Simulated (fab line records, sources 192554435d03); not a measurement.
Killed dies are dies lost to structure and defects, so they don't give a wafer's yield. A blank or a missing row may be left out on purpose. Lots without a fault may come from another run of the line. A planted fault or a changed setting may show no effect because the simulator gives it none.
fab line records | flow n5_finfet
record lots=4 wafers=12 last_day=17
route steps=1938 shown HKMG_FIN@401 BEOL_M4@1111 PASSIVATION@1936
lots that met no fault: from a run of the same line without faults
start_h: hours from the record's first day to the start of the lot's first wafer shown | wait_h: hours since the lot's step before | " the same as in the row above | L1.1+2: a row that stands for several wafers | - no value, or no start given | * or withheld: withheld | < > ~ a bound
route shown NAME@n: a module of which the file shows steps, and the number in the route of the first | usual: mean/standard deviation of fault-free wafers | same: alike in all rows | chamber/n: place in a boat | sites: the reading at each site | _std_site: their standard deviation | _edge_site: outer sites' mean less inner sites' | radius_mm: how far each site lies from the wafer's centre | mask NAME#n: copy n | behind: the tool/chamber that last shaped the wafer | hold: why the lot was held/for how many hours/how that ended | device: the transistor (n, p or np) that didn't switch | end of line: the same wafers' tests at the end of the route | a step without rows: its recipe alone | killed: dies lost to structure and defects at the first sort, not the wafer's yield | map: a wafer's dies, x killed, . not, _ none there
set.NAME: the setting as run; set.NAME@STEP: as run at that earlier step | model.NAME: the simulator's own value behind a step, which no gauge read
lots at some steps of the route; a table a step, a row a wafer
services: from which hour (start_h, from the record's first day; less than 0 if before it) a tool's chamber was out of use, for how many hours, and why
## steps
# step N5_HKMG_FIN_DESCUM_53
# recipe chemistry=O2 time_s=7.9 source_power_w=50 bias_power_w=20 pressure_mtorr=20 rf_frequency_hz=2.712e+07 temp_c=40 resist=CAR-ArF o2_flow_sccm=225
# step N5_HKMG_FIN_ETCH_54
# recipe chemistry=CF4 target=SiARC target_depth_a=455 mask_material=CAR-ArF time_s=75.8 ion_energy_ev=80 pressure_mtorr=40 source_w=545 bias_w=36 Ar_flow_sccm=100 cf4_flow_sccm=100 ends=cleared
# step N5_HKMG_FIN_ETCH_55
# recipe chemistry=N2/H2 target=SOC target_depth_a=2400 temp_c=40 time_s=300 ion_energy_ev=200 mask_material=SiARC pressure_mtorr=30 source_w=840 bias_w=150 n2_flow_sccm=200 h2_flow_sccm=200
# step N5_HKMG_FIN_STRIP_56
# recipe chemistry=N2/H2 temp_c=40 n2_flow_sccm=200 h2_flow_sccm=200 rf_frequency_hz=6e+07
# step N5_HKMG_FIN_STRIP_57
# recipe chemistry=CF4 resist=SiARC power_w=300 bias_power_w=75 pressure_mtorr=50 cf4_flow_sccm=150 rf_frequency_hz=6e+07
# step N5_HKMG_FIN_ETCH_58
# recipe chemistry=N2/H2 target=SOC target_depth_a=2158 ion_energy_ev=50 bias_w=13 time_s=741 pressure_mtorr=30 source_w=875 n2_flow_sccm=200 h2_flow_sccm=200
# step N5_HKMG_FIN_STRIP_93
# recipe chemistry=N2/H2 material=SOC time_s=20 power_w=500 temp_c=40 pressure_mtorr=50 rf_frequency_hz=6e+07 bias_power_w=8 h2_frac=0.5 n2_flow_sccm=300 h2_flow_sccm=300
# step N5_HKMG_FIN_WET_ETCH_76
# recipe chemistry=dNH4OH mix=1:50 temp_c=25 target=Al2O3 stop_on=La2O3 target_depth_nm=2.25 dry=ipa_marangoni rinse_time_s=30 rinse_temp_c=23
# step N5_HKMG_FIN_STRIP_60
# recipe chemistry=N2/H2 power_w=2500 temp_c=300 h2_frac=0.65 time_s=360 pressure_mtorr=withheld n2_flow_sccm=1750 h2_flow_sccm=3250
# step N5_HKMG_FIN_WET_ETCH_77
# recipe chemistry=dHCl mix=1:10000 temp_c=25 target=La2O3 stop_on=HfO2 target_depth_nm=2
# step N5_HKMG_FIN_WET_ETCH_78
# recipe chemistry=dNH4OH mix=1:50 temp_c=25 target=Al2O3 stop_on=La2O3 target_depth_nm=4.5 dry=ipa_marangoni rinse_time_s=30 rinse_temp_c=23
# step N5_HKMG_FIN_ALD_79
# recipe material=TiN target_thk_a=15 temp_c=400 ald_precursor_family=TiCl4 ald_co_reactant=NH3 pulse_time_s=1 purge_time_s=3 co_reactant_purge_time_s=2 co_reactant_pulse_time_s=2 ald_cycles=68 pressure_torr=3
# step N5_HKMG_FIN_CVD_62
# recipe material=a-Si target_thk_a=30 temp_c=500 precursor=Si2H6 pressure_torr=1 time_s=20.8
# usual heater_power_w=1382/120 susceptor_temp_C=500.02/0.23
# columns lot.wafer tool chamber start_h wait_h heater_power_w susceptor_temp_C
L809.2 thermal_cvd_si-01 0 123.99 0.2 1531 500.15
L809.4 " 2 " " 1264 500.18
L809.6 " 1 " " 1372 500.53
L810.1 thermal_cvd_si-01 2 135.60 0.2 1251 499.77
L810.3 " 1 " " 1361 500.11
L810.4 " 2 " " 1247 499.91
L815.1 thermal_cvd_si-01 0 155.19 0.2 1505 499.68
L815.4 " 0 " " 1583 499.98
L815.6 " 2 " " 1242 499.99
L824.2 thermal_cvd_si-02 1 212.46 0.2 1591 499.95
L824.4 " 1 " " 1611 500.01
L824.5 " 2 " " 1305 500.27
# step N5_HKMG_FIN_RTA_80
# recipe temp_c=withheld time_s=2 ambient=N2 idle_temp_c=600 ramp_up_c_per_s=150 ramp_down_c_per_s=60 cool_to_c=600
# step N5_HKMG_FIN_PRECLEAN_64
# recipe chemistry=dHF time_s=30 temp_c=25 dilution=withheld
# step N5_HKMG_FIN_WET_ETCH_65
# recipe chemistry=TMAH temp_c=70 conc_wt_pct=5 target=a-Si stop_on=TiN time_s=49 target_depth_nm=3
# step N5_HKMG_FIN_WET_ETCH_81
# recipe chemistry=SC1 target=TiN stop_on=HfO2 mix=1:1:5 temp_c=60 time_s=57 target_depth_nm=6
# step N5_HKMG_FIN_WET_ETCH_82
# recipe chemistry=dHCl mix=1:10000 temp_c=25 target=La2O3 stop_on=HfO2 target_depth_nm=2 dry=ipa_marangoni rinse_time_s=30 rinse_temp_c=23
# step N5_HKMG_FIN_ALD_36
# recipe material=TiN target_thk_a=10 temp_c=400 ald_precursor_family=TiCl4 ald_co_reactant=NH3 pulse_time_s=1 purge_time_s=3 co_reactant_purge_time_s=2 co_reactant_pulse_time_s=2 ald_cycles=47 pressure_torr=3
# step N5_HKMG_FIN_PWFM_ALD_03
# recipe material=TiN target_thk_a=20 temp_c=400 ald_precursor_family=TiCl4 ald_co_reactant=NH3 pulse_time_s=1 purge_time_s=3 co_reactant_purge_time_s=2 co_reactant_pulse_time_s=2 ald_cycles=91 pressure_torr=3
# step N5_HKMG_FIN_COAT_29
# recipe resist=SOC temp_c=250 time_s=60 spin_rpm=1500 resist_thk_nm=300
# step N5_HKMG_FIN_COAT_30
# recipe resist=SiARC temp_c=220 time_s=60 spin_rpm=1500 resist_thk_nm=35
# step N5_HKMG_FIN_COAT_06
# recipe resist=CAR-ArF spin_rpm=1500 resist_thk_nm=90
# step N5_HKMG_FIN_EBR_08
# recipe solvent=PGMEA ebr_width_mm=1.5
# step N5_HKMG_FIN_SOFTBAKE_07
# recipe temp_c=110 time_s=60 resist=CAR-ArF
# step N5_HKMG_FIN_EXPOSE_09
# recipe mask_id=NWFM na=1.35 source_shape=conventional sigma_outer=0.8 polarization=unpolarized dose_mj=39.25
# step N5_HKMG_FIN_PEB_10
# recipe peb_temp_c=withheld peb_time_s=60 resist=CAR-ArF
# step N5_HKMG_FIN_DEVELOP_11
# recipe develop_time_s=30 developer=TMAH resist=CAR-ArF dev_temp_c=23 rinse_liquid=diw dry=air_spin
# step N5_HKMG_FIN_INSPECT_14
# recipe mode=adi inspect_instrument=macro
# usual raw_defect_count=2.2/1.5
# columns lot.wafer tool chamber start_h wait_h raw_defect_count
L809.2 defect_inspect-02 - 125.60 0.0 1
L809.4 " - " " 3
L809.6 " - " " 3
L810.1 defect_inspect-02 - 137.18 0.0 270
L810.3 " - " " 1
L810.4 " - " " >300
L815.1 defect_inspect-01 - 156.67 0.0 3
L815.4 " - " " 1
L815.6 " - " " >300
L824.2 defect_inspect-01 - 214.19 0.0 3
L824.4 " - " " 5
L824.5 " - " " 2
# step N5_HKMG_FIN_DESCUM_17
# recipe chemistry=O2 time_s=7.9 source_power_w=50 bias_power_w=20 pressure_mtorr=20 rf_frequency_hz=2.712e+07 temp_c=40 resist=CAR-ArF o2_flow_sccm=225
# step N5_BEOL_M4_RC_MEAS_101
# usual DIBL_N=36.5/1.4 DIBL_P=36.6/1.6 IOFF_N=0.160/0.024 IOFF_P=0.217/0.029 ION_N=674/8.7 ION_P=464/6.5 SS_N=71.6/0.47 SS_P=73.4/0.57 VT_N=250.0/2.5 VT_P=-250/3.1
# columns lot.wafer tool chamber start_h wait_h DIBL_N[mV/V] DIBL_P[mV/V] IOFF_N[nA/um] IOFF_P[nA/um] ION_N[uA/um] ION_P[uA/um] SS_N[mV/dec] SS_P[mV/dec] VT_N[mV] VT_P[mV]
L809.2 prober-01 0 227.36 0.2 36.2 37.3 0.168 0.262 675 478 71.9 73.5 248.0 -241
L809.4 " 0 " " 36.3 37.5 0.169 0.257 682 474 71.5 74.0 248.9 -243
L809.6 " 0 " " 35.4 36.3 0.145 0.229 664 468 71.2 73.0 249.4 -243
L810.1 prober-02 0 233.87 0.0 36.0 33.3 0.136 0.197 669 465 71.3 72.4 251.6 -248
L810.3 " 0 " " 38.4 36.2 0.192 0.230 677 463 71.5 73.5 246.7 -247
L810.4 " 0 " " 35.9 33.6 0.137 0.186 667 459 71.5 72.3 248.8 -251
L815.1 prober-02 0 260.27 0.0 37.5 37.1 0.164 0.228 676 468 72.0 73.8 251.5 -248
L815.4 " 0 " " 35.9 36.0 0.144 0.210 671 462 72.1 72.0 252.7 -250
L815.6 " 0 " " 37.0 37.2 0.159 0.241 671 463 71.9 73.0 250.1 -247
L824.2 prober-02 0 304.29 0.2 38.1 38.6 0.208 0.260 689 466 71.6 73.7 244.8 -247
L824.4 " 0 " " 37.4 36.5 0.174 0.223 680 465 72.1 73.2 249.1 -249
L824.5 " 0 " " 37.2 36.6 0.172 0.221 677 460 71.8 73.5 249.9 -250
# step N5_PASSIVATION_PROBE_49
# usual defect_limited_yield=91.2/1.4 killed_at_M0_to_M3=34/9.4 killed_at_M4_up=13/5.8 killed_at_contacts=13/6.4 killed_at_front_end=41/11 killed_at_other=3.1/2.3 killed_dies=103/16 killed_open=69/12 killed_short=33/7.8 sort_bin_5_function=5.1/0.91 sort_bin_6_memory=3.3/0.63 sort_n_pass=1077/16 sort_yield_pct=91.2/1.4
# same gross_dies=1180 killed_at_back_side=0 sort_bin_4_leakage[%]=0 sort_bin_8_speed[%]=0
# columns lot.wafer tool chamber start_h wait_h defect_limited_yield[%] killed_at_M0_to_M3 killed_at_M4_up killed_at_contacts killed_at_front_end killed_at_other killed_dies killed_open killed_short sort_bin_5_function[%] sort_bin_6_memory[%] sort_n_pass sort_yield_pct[%]
L809.6 prober-01 - 320.60 0.3 92.9 38 4 6 35 1 84 45 37 4.0 2.7 1096 92.9
L810.1 prober-01 - 331.16 0.0 84.3 31 12 11 130 1 185 42 41 10.0 4.5 995 84.3
L810.4 prober-01 - 331.31 0.2 84.8 29 8 5 135 2 179 51 18 9.7 4.5 1001 84.8
L815.1 prober-01 - 355.30 0.0 90.2 27 20 6 61 2 116 77 36 6.2 3.5 1064 90.2
L815.4 prober-01 - 355.45 0.2 91.0 30 11 13 44 8 106 75 29 4.6 4.2 1074 91.0
L815.6 prober-01 - 355.55 0.3 83.1 28 11 12 144 4 199 61 35 11.2 4.6 981 83.1
# killed by level:class
L809.6 FIN_SAQP:geometric_particle:short=10 BEOL_M1:geometric_particle:open=8 BEOL_M2:geometric_particle:open=8 STI_FIN_REVEAL:geometric_particle:open=6 BEOL_M0_SAQP:geometric_particle:open=5 BEOL_M2:geometric_particle:short=5 STI_FIN_REVEAL:geometric_particle:short=4 GATE_CUT:geometric_particle:short=4
L810.1 HKMG_FIN:unspecified=100 BEOL_M0_SAQP:geometric_particle:open=9 BEOL_M0_SAQP:geometric_particle:short=8 BEOL_M4:geometric_particle:open=8 MOL_CONTACT_COAG:geometric_particle:open=7 GATE_CUT:geometric_particle:short=6 FIN_SAQP:geometric_particle:short=5 BEOL_M1:geometric_particle:short=4
L810.4 HKMG_FIN:unspecified=108 BEOL_M0_SAQP:geometric_particle:open=9 BEOL_M2:geometric_particle:open=8 STI_FIN_REVEAL:geometric_particle:open=6 BEOL_M0_SAQP:geometric_particle:short=5 DUMMY_GATE:geometric_particle:open=5 MOL_CONTACT_COAG:geometric_particle:open=5 GATE_CUT:geometric_particle:short=4
L815.1 STI_FIN_REVEAL:geometric_particle:open=20 BEOL_M0_SAQP:geometric_particle:open=10 ILD0:geometric_particle:open=8 FIN_SAQP:geometric_particle:short=6 FIN_SAQP:geometric_particle:open=6 BEOL_M4:geometric_particle:open=6 BEOL_M0_SAQP:geometric_particle:short=6 DUMMY_GATE:geometric_particle:open=5
L815.4 STI_FIN_REVEAL:geometric_particle:open=14 MOL_CONTACT_COAG:geometric_particle:open=9 BEOL_M0_SAQP:geometric_particle:open=7 BEOL_M3:geometric_particle:open=7 FIN_SAQP:geometric_particle:open=6 GATE_CUT:geometric_particle:short=6 FIN_SAQP:geometric_particle:short=4 MIM_TOP:geometric_particle:open=4
L815.6 HKMG_FIN:unspecified=101 MOL_CONTACT_COAG:geometric_particle:open=9 FIN_SAQP:geometric_particle:open=8 BEOL_M0_SAQP:geometric_particle:open=8 FIN_SAQP:geometric_particle:short=7 STI_FIN_REVEAL:geometric_particle:open=5 BEOL_M0_SAQP:geometric_particle:short=5 BEOL_M4:geometric_particle:open=5
# map L810.1 (x killed, . not)
_________________............________________
______________.x.x..x.........x._____________
___________x.................x.....__________
__________..xx......................_________
________.........................x...._______
_______...........x....................______
______...x....................xx........_____
_____....................x............x..____
____.........x..x.....x...x...............___
___.....x....x.............................__
___..........x.......xx..x..........x......__
__...........x.x.x.................x....xx.._
__............x...............x......xx..x.._
_...x.x.....................................x
_...................x........................
_..................xxx.......................
_.....x........x..xxxxx........x.............
_....x........x.xxxx.xxxx..x.........x......x
_...........x...xxxxxxxx.......x......x....x.
_................xxxxxxxxx.x......x..........
_...xxx..x....xxxxxxxxxxxx......x............
__.............xxxxxxxxxxx.x................_
__............xxxxxxxxxxxx.x..x........xx..._
___.........x..x.xxxxxxx.............x.....__
___...x.x..xx.x.xxxxxxx.x.x.......xx.......__
____...x....x..x.x.x.x.x...........x.x...x___
_____............x....xxx................____
______..........x..x...x..........x.x..x_____
_______........x.......x....x..........______
________......................x......._______
__________.........................._________
___________.............x..........__________
______________.................._____________
_________________...x........________________
# map L815.6 (x killed, . not)
_________________.x..x.......________________
______________x.......x...x....._____________
___________.................xx.....__________
__________......x....x..x..........._________
________..x.....x.........xxx........._______
_______.................x........x.....______
______......x.x.........x..............._____
_____..xx...x.................x..........____
____..x...........x...........x...........___
___......x.................x...............__
___................x...x.x....x............__
__.................x.x................x....x_
__...........x.............................._
_....x...x.............................x.....
_...........x.......x........................
_..........xx.......x...........x.......x....
_..........x..x.xx....x.......x..............
_..x.xx.x.......xxxxxxxxx....................
_x...........x..xxxxxxxxxx..x...x........x..x
_...x.........xxxxxxxxxxxxx...x.....x........
_............xxxxxxxxxxxxx....xx.x...xx......
__..x.........xxxxxxxxxxxx.................._
__.......x....xxxxxxxxx.xx.................._
___........x..xxxxxxxxxxxxx..x.x.......x...__
___......x....xxxxxxxx.xx....x.............__
____.............x.xxx.x....xx............___
_____..x...x.x....x.x..........x.........____
______.........x.x..xx......x..........._____
_______............................x...______
________.............x.....x..x....x.._______
__________.......x....x............._________
___________........................__________
______________...xx............._____________
_________________...........x________________
## services
# columns tool chamber start_h hours kind
thermal_cvd_si-02 - 107.62 7.5 repair
thermal_cvd_si-02 - 116.80 6.0 pm
thermal_cvd_si-01 - 198.82 0.8 repair
## key
first_sign step=N5_HKMG_FIN_INSPECT_14 reading=raw_defect_count direction=up sigmas=99+ usual=2.2 struck=>290
effect step=N5_PASSIVATION_PROBE_49 reading=killed_at_front_end direction=up sigmas=8.4 usual=41 struck=136
more_kills_born_at N5_HKMG_FIN_CVD_62@thermal_cvd_si-01=309
met_at N5_HKMG_FIN_CVD_62
struck_wafers L810.1,L810.4,L815.6
onset_between 123.99 135.60
fault kind=chamber_particle_source tool=thermal_cvd_si-01 chamber=2 onset_h=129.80 steps=N5_HKMG_FIN_CVD_62 rate_per_visit_cm2=0.48232 end_h=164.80
